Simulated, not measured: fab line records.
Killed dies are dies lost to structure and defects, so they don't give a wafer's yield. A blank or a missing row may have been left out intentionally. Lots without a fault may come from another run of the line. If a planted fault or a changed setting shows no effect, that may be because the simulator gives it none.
Matching of chambers	flow nandHarc	NHARC_A_CHANNEL_FILL_D2_CMP_10 on cmp-04 has 4 sister chambers
The step polishes, target thk 150 nm. 8 wafers are shown with their chamber, then 8 later ones without.

## WAFERS WITH THEIR CHAMBER
wafer	chamber	motorCurrentA (A)	retainingRingPressureFrac
L082.2	0	13.0	0.999
L082.4	1	11.2	1.000
L086.6	2	11.8	0.999
L089.1	2	11.1	1.005
L090.1	1	10.8	0.998
L090.2	0	13.1	1.001
L090.5	3	11.7	1.001
L093.2	3	11.9	0.997

## WAFERS WITH NO CHAMBER GIVEN
wafer	motorCurrentA (A)	retainingRingPressureFrac
L093.5	12.1	0.998
L093.6	11.6	0.999
L095.2	11.6	1.006
L095.3	12.7	0.997
L095.6	12.7	0.997
L096.1	11.8	0.997
L096.3	11.9	1.008
L096.4	12.1	1.003

## WHICH CHAMBER EACH ONE RAN IN
wafer	from the rows above	in truth
L093.5	can't be placed: 3 or 2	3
L093.6	can't be placed: 3 or 2 or 1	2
L095.2	can't be placed: 2 or 3 or 1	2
L095.3	can't be placed: 0 or 3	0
L095.6	can't be placed: 0 or 3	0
L096.1	can't be placed: 3 or 2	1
L096.3	can't be placed: 2 or 3 or 1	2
L096.4	can't be placed: 3 or 2 or 0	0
Correctly placed: 0 of 8. From these rows, 8 cannot be placed; in 7 the true chamber is one of the candidates. Number placed wrongly: 0.
How it was worked out, from the rows above alone: a wafer's distance from a chamber is the root of the sum, over the readings, of the square of ((its reading less the chamber's mean) divided by the reading's scatter). The wafer belongs to the nearest chamber; if the next one is less than 2 further off, it can't be placed. For every chamber, the mean is computed from those of its wafers that are shown. The scatter: the root of (the sum of the squares of (reading less its chamber's mean) over the shown wafers, divided by (wafers less chambers)).
